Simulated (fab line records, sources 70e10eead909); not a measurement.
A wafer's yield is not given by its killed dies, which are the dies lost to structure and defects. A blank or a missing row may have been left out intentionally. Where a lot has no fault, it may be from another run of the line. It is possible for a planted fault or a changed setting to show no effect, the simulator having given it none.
Which tool did it? :: flow nand_harc :: 13 lots, 37 wafers sampled, at 6 steps of a route of 1159

WHAT EACH GAUGE READ, for each wafer
NHARC_P_M0_CD_MEAS_09: the cd target is 90 nm.
lot: L672
measured: day 5 21:46
on: cd_sem-03
cd_nm (nm): 89.3 90.4 90.8

lot: L673
measured: day 6 11:02
on: cd_sem-02
cd_nm (nm): 90.4 90.2 89.7

lot: L676
measured: day 6 15:01
on: cd_sem-02
cd_nm (nm): 90.2 89.8 90.8

lot: L675
measured: day 6 15:59
on: cd_sem-03
cd_nm (nm): 89.7 90.6 90.5

lot: L681
measured: day 7 22:29
on: cd_sem-02
cd_nm (nm): 90.2 89.9 90.0

lot: L682
measured: day 8 06:05
on: cd_sem-02
cd_nm (nm): 89.4 89.9 90.1

lot: L687
measured: day 9 00:57
on: cd_sem-01
cd_nm (nm): 91.0 89.9 89.8

lot: L685
measured: day 9 01:29
on: cd_sem-02
cd_nm (nm): 67.7 67.5

lot: L686
measured: day 9 21:44
on: cd_sem-03
cd_nm (nm): 89.5 90.6 90.7

lot: L688
measured: day 10 02:39
on: cd_sem-03
cd_nm (nm): 90.4 90.3 90.1

lot: L689
measured: day 10 07:43
on: cd_sem-03
cd_nm (nm): 90.4 91.2 90.6

lot: L694
measured: day 11 07:13
on: cd_sem-02
cd_nm (nm): 90.0 89.1 90.3

lot: L695
measured: day 11 07:30
on: cd_sem-01
cd_nm (nm): 90.3 89.6 89.1

NHARC_P_M0_CD_MEAS_16.
lot: L672
measured: day 5 22:15
on: cd_sem-03
cd_nm (nm): 88.2 90.1 90.7

lot: L673
measured: day 6 11:33
on: cd_sem-02
cd_nm (nm): 90.5 90.3 90.1

lot: L676
measured: day 6 15:29
on: cd_sem-02
cd_nm (nm): 88.9 89.3 90.9

lot: L675
measured: day 6 16:28
on: cd_sem-02
cd_nm (nm): 89.7 90.8 90.5

lot: L681
measured: day 7 22:58
on: cd_sem-02
cd_nm (nm): 90.4 90.0 89.8

lot: L682
measured: day 8 06:34
on: cd_sem-03
cd_nm (nm): 90.0 90.2 89.7

lot: L687
measured: day 9 01:26
on: cd_sem-01
cd_nm (nm): 92.4 90.0 90.3

lot: L685
measured: day 9 02:49
on: cd_sem-01
cd_nm (nm): 67.2 67.7

lot: L686
measured: day 9 22:14
on: cd_sem-02
cd_nm (nm): 91.1 91.0 91.1

lot: L688
measured: day 10 03:08
on: cd_sem-01
cd_nm (nm): 90.7 90.0 88.7

lot: L689
measured: day 10 08:12
on: cd_sem-01
cd_nm (nm): 89.5 91.2 90.0

lot: L694
measured: day 11 07:44
on: cd_sem-03
cd_nm (nm): 90.0 90.0 90.3

lot: L695
measured: day 11 07:59
on: cd_sem-01
cd_nm (nm): 90.6 90.4 90.0

TOOL THAT RAN EACH LOT (tool first, then ch and the chambers of the sampled wafers, then the start)
lot: L672
NHARC_P_CONTACT_ALD_22: ald_metal-01 ch 1,2, day 5 19:37
NHARC_P_M0_EXPOSE_06: arfi_scanner-01 ch 0, day 5 21:37
NHARC_P_M0_ETCH_34: rie_diel-11 ch 1,2,3, day 5 22:02
NHARC_P_M0_ETCH_15: rie_diel-11 ch 0,1, day 5 22:15 or earlier

lot: L673
NHARC_P_CONTACT_ALD_22: ald_metal-04 ch 0,1,3, day 6 04:47
NHARC_P_M0_EXPOSE_06: arfi_scanner-01 ch 0, day 6 10:53
NHARC_P_M0_ETCH_34: rie_diel-06 ch 1,2, day 6 11:19
NHARC_P_M0_ETCH_15: rie_diel-06 ch 0,1,2, day 6 11:33 or earlier

lot: L676
NHARC_P_CONTACT_ALD_22: ald_metal-02 ch 0,1,2, day 6 12:52
NHARC_P_M0_EXPOSE_06: arfi_scanner-03 ch 0, day 6 14:52
NHARC_P_M0_ETCH_34: rie_diel-11 ch 0,1,2, day 6 15:17
NHARC_P_M0_ETCH_15: rie_diel-11 ch 0,1,3, day 6 15:29 or earlier

lot: L675
NHARC_P_CONTACT_ALD_22: ald_metal-01 ch 0,1,2, day 6 13:34
NHARC_P_M0_EXPOSE_06: arfi_scanner-01 ch 0, day 6 15:51
NHARC_P_M0_ETCH_34: rie_diel-06 ch 1,2,3, day 6 16:15
NHARC_P_M0_ETCH_15: rie_diel-06 ch 1,2,3, day 6 16:28 or earlier

lot: L681
NHARC_P_CONTACT_ALD_22: ald_metal-04 ch 0,2,3, day 7 17:26
NHARC_P_M0_EXPOSE_06: arfi_scanner-02 ch 0, day 7 22:20
NHARC_P_M0_ETCH_34: rie_diel-09 ch 0,2,3, day 7 22:46
NHARC_P_M0_ETCH_15: rie_diel-09 ch 2,3, day 7 22:58 or earlier

lot: L682
NHARC_P_CONTACT_ALD_22: ald_metal-01 ch 0,1,2, day 8 03:56
NHARC_P_M0_EXPOSE_06: arfi_scanner-03 ch 0, day 8 05:56
NHARC_P_M0_ETCH_34: rie_diel-06 ch 0,2,3, day 8 06:22
NHARC_P_M0_ETCH_15: rie_diel-06 ch 1,2,3, day 8 06:34 or earlier

lot: L687
NHARC_P_CONTACT_ALD_22: ald_metal-01 ch 0,2,3, day 8 22:04
NHARC_P_M0_EXPOSE_06: arfi_scanner-02 ch 0, day 9 00:49
NHARC_P_M0_ETCH_34: rie_diel-09 ch 0,1,3, day 9 01:14
NHARC_P_M0_ETCH_15: rie_diel-09 ch 1,2,3, day 9 01:26 or earlier

lot: L685
NHARC_P_CONTACT_ALD_22: ald_metal-04 ch 1, day 8 23:13
NHARC_P_M0_EXPOSE_06: arfi_scanner-03 ch 0, day 9 01:22
NHARC_P_M0_ETCH_34: rie_diel-06 ch 1, day 9 02:37
NHARC_P_M0_ETCH_15: rie_diel-06 ch 1, day 9 02:49 or earlier

lot: L686
NHARC_P_CONTACT_ALD_22: ald_metal-04 ch 0,1, day 9 07:08
NHARC_P_M0_EXPOSE_06: arfi_scanner-02 ch 0, day 9 21:36
NHARC_P_M0_ETCH_34: rie_diel-09 ch 2,3, day 9 22:01
NHARC_P_M0_ETCH_15: rie_diel-09 ch 1,2,3, day 9 22:14 or earlier

lot: L688
NHARC_P_CONTACT_ALD_22: ald_metal-02 ch 0,3, day 9 18:27
NHARC_P_M0_EXPOSE_06: arfi_scanner-02 ch 0, day 10 02:31
NHARC_P_M0_ETCH_34: rie_diel-09 ch 1,2, day 10 02:55
NHARC_P_M0_ETCH_15: rie_diel-09 ch 1,2, day 10 03:08 or earlier

lot: L689
NHARC_P_CONTACT_ALD_22: ald_metal-02 ch 1,2,3, day 9 22:14
NHARC_P_M0_EXPOSE_06: arfi_scanner-02 ch 0, day 10 07:34
NHARC_P_M0_ETCH_34: rie_diel-09 ch 1,2,3, day 10 07:59
NHARC_P_M0_ETCH_15: rie_diel-09 ch 1,2,3, day 10 08:12 or earlier

lot: L694
NHARC_P_CONTACT_ALD_22: ald_metal-01 ch 0,1, day 11 03:49
NHARC_P_M0_EXPOSE_06: arfi_scanner-01 ch 0, day 11 07:05
NHARC_P_M0_ETCH_34: rie_diel-09 ch 2,3, day 11 07:31
NHARC_P_M0_ETCH_15: rie_diel-09 ch 0,1,3, day 11 07:44 or earlier

lot: L695
NHARC_P_CONTACT_ALD_22: ald_metal-02 ch 0,3, day 11 04:35
NHARC_P_M0_EXPOSE_06: arfi_scanner-03 ch 0, day 11 07:22
NHARC_P_M0_ETCH_34: rie_diel-09 ch 1,3, day 11 07:46
NHARC_P_M0_ETCH_15: rie_diel-09 ch 0,2,3, day 11 07:59 or earlier
- NHARC_P_CONTACT_ALD_22: deposits TiN, target thk 3 nm, pulse time 1 s, ald cycles 150.
- NHARC_P_M0_EXPOSE_06: exposes mask P M0, target cd 90 nm.
- NHARC_P_M0_ETCH_34: etches the open film in N2/H2, target depth 40 nm, overetch 12 nm, time 43.94 s.
- NHARC_P_M0_ETCH_15: etches the open film in C4F8/Ar, target depth 150 nm, overetch 15 nm, time 82.5 s.

AS READ BY THE TOOLS THEMSELVES (means over the sampled wafers that have a number; for cases with no such wafer, the mark the record gives instead)
NHARC_P_CONTACT_ALD_22.
lot: L672
tool: ald_metal-01
heater_power_w (W): 1044
precursor_pulse_height_rel: 1.012

lot: L673
tool: ald_metal-04
heater_power_w (W): 975
precursor_pulse_height_rel: 1.000

lot: L676
tool: ald_metal-02
heater_power_w (W): 1088
precursor_pulse_height_rel: 0.988

lot: L675
tool: ald_metal-01
heater_power_w (W): 1118
precursor_pulse_height_rel: 0.978

lot: L681
tool: ald_metal-04
heater_power_w (W): 1023
precursor_pulse_height_rel: 0.993

lot: L682
tool: ald_metal-01
heater_power_w (W): 1113
precursor_pulse_height_rel: 1.015

lot: L687
tool: ald_metal-01
heater_power_w (W): 1057
precursor_pulse_height_rel: 1.014

lot: L685
tool: ald_metal-04
heater_power_w (W): 932
precursor_pulse_height_rel: 1.025

lot: L686
tool: ald_metal-04
heater_power_w (W): 980
precursor_pulse_height_rel: 0.989

lot: L688
tool: ald_metal-02
heater_power_w (W): 1085
precursor_pulse_height_rel: 0.984

lot: L689
tool: ald_metal-02
heater_power_w (W): 1010
precursor_pulse_height_rel: 1.007

lot: L694
tool: ald_metal-01
heater_power_w (W): 1213
precursor_pulse_height_rel: 0.995

lot: L695
tool: ald_metal-02
heater_power_w (W): 1092
precursor_pulse_height_rel: 0.992

NHARC_P_M0_EXPOSE_06.
lot: L672
tool: arfi_scanner-01
reticle_temp_C (C): 22.93

lot: L673
tool: arfi_scanner-01
reticle_temp_C (C): 22.98

lot: L676
tool: arfi_scanner-03
reticle_temp_C (C): 23.19

lot: L675
tool: arfi_scanner-01
reticle_temp_C (C): 22.97

lot: L681
tool: arfi_scanner-02
reticle_temp_C (C): 23.03

lot: L682
tool: arfi_scanner-03
reticle_temp_C (C): 22.98

lot: L687
tool: arfi_scanner-02
reticle_temp_C (C): 22.84

lot: L685
tool: arfi_scanner-03
reticle_temp_C (C): 23.10

lot: L686
tool: arfi_scanner-02
reticle_temp_C (C): 23.02

lot: L688
tool: arfi_scanner-02
reticle_temp_C (C): 22.96

lot: L689
tool: arfi_scanner-02
reticle_temp_C (C): 23.12

lot: L694
tool: arfi_scanner-01
reticle_temp_C (C): 23.05

lot: L695
tool: arfi_scanner-03
reticle_temp_C (C): 22.92

NHARC_P_M0_ETCH_34.
lot: L672
tool: rie_diel-11
drypump_motor_current_A (A): 5.7
oes_product_au (a.u.): 0.997
rf_fwd_power_W (W): 395.3
rf_vpp_V (V): 428.6
showerhead_plenum_p_Torr (Torr): 1.96
throttle_valve_pct (%): 14.168

lot: L673
tool: rie_diel-06
drypump_motor_current_A (A): 6.1
oes_product_au (a.u.): 0.999
rf_fwd_power_W (W): 394.3
rf_vpp_V (V): 427.2
showerhead_plenum_p_Torr (Torr): 1.93
throttle_valve_pct (%): 14.170

lot: L676
tool: rie_diel-11
drypump_motor_current_A (A): 5.4
oes_product_au (a.u.): 1.012
rf_fwd_power_W (W): 395.5
rf_vpp_V (V): 429.1
showerhead_plenum_p_Torr (Torr): 1.99
throttle_valve_pct (%): 14.160

lot: L675
tool: rie_diel-06
drypump_motor_current_A (A): 6.1
oes_product_au (a.u.): 0.997
rf_fwd_power_W (W): 394.8
rf_vpp_V (V): 428.2
showerhead_plenum_p_Torr (Torr): 1.97
throttle_valve_pct (%): 14.162

lot: L681
tool: rie_diel-09
drypump_motor_current_A (A): 5.7
oes_product_au (a.u.): 1.006
rf_fwd_power_W (W): 395.2
rf_vpp_V (V): 430.8
showerhead_plenum_p_Torr (Torr): 2.06
throttle_valve_pct (%): 14.172

lot: L682
tool: rie_diel-06
drypump_motor_current_A (A): 5.6
oes_product_au (a.u.): 0.987
rf_fwd_power_W (W): 395.1
rf_vpp_V (V): 429.5
showerhead_plenum_p_Torr (Torr): 2.00
throttle_valve_pct (%): 14.174

lot: L687
tool: rie_diel-09
drypump_motor_current_A (A): 5.7
oes_product_au (a.u.): 1.002
rf_fwd_power_W (W): 396.2
rf_vpp_V (V): 430.0
showerhead_plenum_p_Torr (Torr): 2.04
throttle_valve_pct (%): 14.168

lot: L685
tool: rie_diel-06
drypump_motor_current_A (A): 6.1
oes_product_au (a.u.): 0.994
rf_fwd_power_W (W): 393.7
rf_vpp_V (V): 427.9
showerhead_plenum_p_Torr (Torr): 1.94
throttle_valve_pct (%): 14.161

lot: L686
tool: rie_diel-09
drypump_motor_current_A (A): 5.8
oes_product_au (a.u.): 1.007
rf_fwd_power_W (W): 395.0
rf_vpp_V (V): 429.2
showerhead_plenum_p_Torr (Torr): 1.98
throttle_valve_pct (%): 14.174

lot: L688
tool: rie_diel-09
drypump_motor_current_A (A): 5.7
oes_product_au (a.u.): 0.998
rf_fwd_power_W (W): 395.1
rf_vpp_V (V): 430.4
showerhead_plenum_p_Torr (Torr): 2.04
throttle_valve_pct (%): 14.167

lot: L689
tool: rie_diel-09
drypump_motor_current_A (A): 5.8
oes_product_au (a.u.): 1.001
rf_fwd_power_W (W): 395.2
rf_vpp_V (V): 429.0
showerhead_plenum_p_Torr (Torr): 2.01
throttle_valve_pct (%): 14.175

lot: L694
tool: rie_diel-09
drypump_motor_current_A (A): 5.8
oes_product_au (a.u.): 1.002
rf_fwd_power_W (W): 394.8
rf_vpp_V (V): 429.9
showerhead_plenum_p_Torr (Torr): 2.03
throttle_valve_pct (%): 14.169

lot: L695
tool: rie_diel-09
drypump_motor_current_A (A): 5.8
oes_product_au (a.u.): 0.992
rf_fwd_power_W (W): 395.2
rf_vpp_V (V): 428.2
showerhead_plenum_p_Torr (Torr): 1.97
throttle_valve_pct (%): 14.175

NHARC_P_M0_ETCH_15.
lot: L672
tool: rie_diel-11
oes_product_au (a.u.): 0.961
rf_fwd_power_W (W): 594.7
rf_vpp_V (V): 440.6

lot: L673
tool: rie_diel-06
oes_product_au (a.u.): 0.958
rf_fwd_power_W (W): 596.2
rf_vpp_V (V): 438.2

lot: L676
tool: rie_diel-11
oes_product_au (a.u.): 0.946
rf_fwd_power_W (W): 596.6
rf_vpp_V (V): 440.1

lot: L675
tool: rie_diel-06
oes_product_au (a.u.): 0.956
rf_fwd_power_W (W): 595.2
rf_vpp_V (V): 439.0

lot: L681
tool: rie_diel-09
oes_product_au (a.u.): 0.967
rf_fwd_power_W (W): 598.4
rf_vpp_V (V): 439.6

lot: L682
tool: rie_diel-06
oes_product_au (a.u.): 0.917
rf_fwd_power_W (W): 595.5
rf_vpp_V (V): 438.7

lot: L687
tool: rie_diel-09
oes_product_au (a.u.): 0.961
rf_fwd_power_W (W): 595.1
rf_vpp_V (V): 440.3

lot: L685
tool: rie_diel-06
oes_product_au (a.u.): 0.951
rf_fwd_power_W (W): 595.8
rf_vpp_V (V): 436.2

lot: L686
tool: rie_diel-09
oes_product_au (a.u.): 0.941
rf_fwd_power_W (W): 595.5
rf_vpp_V (V): 441.1

lot: L688
tool: rie_diel-09
oes_product_au (a.u.): 0.959
rf_fwd_power_W (W): 594.7
rf_vpp_V (V): 441.0

lot: L689
tool: rie_diel-09
oes_product_au (a.u.): 0.973
rf_fwd_power_W (W): 595.1
rf_vpp_V (V): 440.3

lot: L694
tool: rie_diel-09
oes_product_au (a.u.): 0.977
rf_fwd_power_W (W): 596.1
rf_vpp_V (V): 441.7

lot: L695
tool: rie_diel-09
oes_product_au (a.u.): 0.970
rf_fwd_power_W (W): 594.9
rf_vpp_V (V): 441.1

THE ANSWER, worked out from the rows above alone
Rule: what is usual is taken from the lots themselves. The widest of any qualifying gaps counts: lots, ordered by their means at a reading, are off when they make up no more than a third of the lots, leave a main group of 4 or more, and stand apart from it by 3 or more times the standard deviation of that group's means. A main group whose means are all the same, to the digits that the tables above print for the reading, isn't used. A lot without any number at a reading at which 4 lots or more have one is off too. All remaining lots with rows at the step are treated as sound. Order of review: gauges by route order, followed by the tools' own readings, for which a lot's mean as printed above is used. At the first step where some lot is off, the reading lying furthest off is the one used; lots without a number count as furthest.
Off: L685, at NHARC_P_M0_CD_MEAS_09 (cd_nm). Main group: mean 90.1 nm, sd 0.27.
A tool fits if, at a process step before that reading, it ran every lot that is off, and no sound lot after the first of them. The gauges at NHARC_P_M0_CD_MEAS_09 aren't tried: what is off there is off at NHARC_P_M0_CD_MEAS_16 too, on other tools, and a gauge's error can't cause that. None of those tried fits.

WHAT HAD BEEN PUT IN BY THE SIMULATOR
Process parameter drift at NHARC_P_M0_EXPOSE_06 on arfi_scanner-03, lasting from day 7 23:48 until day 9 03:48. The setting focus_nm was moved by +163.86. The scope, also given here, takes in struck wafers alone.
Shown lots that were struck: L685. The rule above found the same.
